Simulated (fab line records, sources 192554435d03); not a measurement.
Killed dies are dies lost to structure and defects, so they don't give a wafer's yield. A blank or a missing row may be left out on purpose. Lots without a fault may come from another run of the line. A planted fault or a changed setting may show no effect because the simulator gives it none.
Chamber matching | flow n5_finfet | N5_BEOL_M5_STRIP_19 on rie_diel-04: 4 sister chambers
The step strips in O2. 4 wafers are shown with their chamber, then 9 later ones without.

WAFERS WITH THEIR CHAMBER
wafer  | chamber | throttle_valve_pct (%)
L081.1 | 2       | 16.4
L091.2 | 1       | 16.8
L091.3 | 0       | 16.4
L091.6 | 3       | 17.4

WAFERS WITHOUT THEIR CHAMBER
wafer  | throttle_valve_pct (%)
L094.1 | 16.8
L094.5 | 17.4
L094.6 | 16.3
L095.1 | 16.8
L095.3 | 17.4
L095.4 | 16.4
L096.1 | 16.4
L096.3 | 16.4
L096.4 | 17.4

WHICH CHAMBER EACH WENT THROUGH
wafer  | from the rows above     | in truth
L094.1 | 1                       | 1
L094.5 | 3                       | 3
L094.6 | can't be placed: 0 or 2 | 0
L095.1 | 1                       | 1
L095.3 | 3                       | 3
L095.4 | can't be placed: 0 or 2 | 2
L096.1 | can't be placed: 0 or 2 | 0
L096.3 | can't be placed: 0 or 2 | 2
L096.4 | 3                       | 3
Placed correctly: 5 of 9. Can't be placed from these rows: 4 (the true chamber is among the candidates in 4). Placed wrongly: 0.
How it was worked out, from the rows above alone: a wafer's distance from a chamber is the root of the sum, over the readings, of the square of ((its reading less the chamber's mean) divided by the reading's scatter). The wafer belongs to the nearest chamber; if the next one is less than 2 further off, it can't be placed. A chamber's mean is the mean of its shown wafers. The scatter: with one shown wafer a chamber, the root of the mean of the squares of how far each hidden wafer lies from its nearest shown one.
